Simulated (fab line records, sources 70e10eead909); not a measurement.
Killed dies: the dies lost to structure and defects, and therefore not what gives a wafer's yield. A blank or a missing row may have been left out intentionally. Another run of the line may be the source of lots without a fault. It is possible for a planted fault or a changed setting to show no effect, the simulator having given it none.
Chamber matching ; flow nand-harc ; NHARC_A_SLIT_PRECLEAN_19 on wet-bench-06 has 8 sister chambers
The step cleans in SC1. 16 wafers are shown with their chamber, then 8 later ones without.

## EACH WAFER AND ITS CHAMBER
wafer;chamber;bath-guard-temp-C (C)
L270.2;7;49.4
L270.3;2;50.0
L270.6;0;50.9
L271.1;5;50.7
L271.4;3;49.4
L271.5;6;49.7
L272.1;3;49.7
L272.4;2;49.9
L272.6;4;49.3
L281.2;3;49.5
L281.3;7;49.7
L281.5;4;50.0
L280.2;0;51.2
L280.5;3;49.1
L280.6;1;50.6
L283.1;3;49.9

SIGNATURES (means of the wafers above)
reading;chamber 0;chamber 1;chamber 2;chamber 3;chamber 4;chamber 5;chamber 6;chamber 7;scatter within a chamber
bath-guard-temp-C;51.050;50.600;49.950;49.520;49.650;50.700;49.700;49.550;0.297
Rule: distance of a wafer from a chamber = root of the sum over the readings of ((wafer's reading minus chamber's mean) / reading's scatter) squared. If the next closest chamber is less than 2 further off than the closest, the wafer can't be placed; otherwise it belongs to the closest. The scatter is the square root of a quotient: the sum, over the shown wafers, of each reading's squared deviation from its chamber's mean, divided by wafers minus chambers.

## WAFERS MISSING THEIR CHAMBER
wafer;bath-guard-temp-C (C)
L283.2;50.3
L283.3;49.6
L285.2;50.1
L285.4;50.9
L285.5;50.4
L288.2;49.9
L288.4;50.0
L288.5;50.8

## WHICH CHAMBER EACH ONE RAN IN
wafer;from the rows above;in truth
L283.2;can't be placed: 1 or 2 or 5 or 6 or 4 or 0 or 7 or 3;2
L283.3;can't be placed: 4 or 7 or 3 or 6 or 2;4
L285.2;can't be placed: 2 or 6 or 4 or 1 or 7 or 3 or 5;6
L285.4;can't be placed: 0 or 5 or 1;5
L285.5;can't be placed: 1 or 5 or 2 or 0 or 6 or 4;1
L288.2;can't be placed: 2 or 6 or 4 or 7 or 3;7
L288.4;can't be placed: 2 or 6 or 4 or 7 or 3 or 1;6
L288.5;can't be placed: 5 or 1 or 0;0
Placed correctly: 0 of 8. Unplaceable from these rows: 8, with the true chamber sitting among the candidates in 8. Placed wrongly: 0.
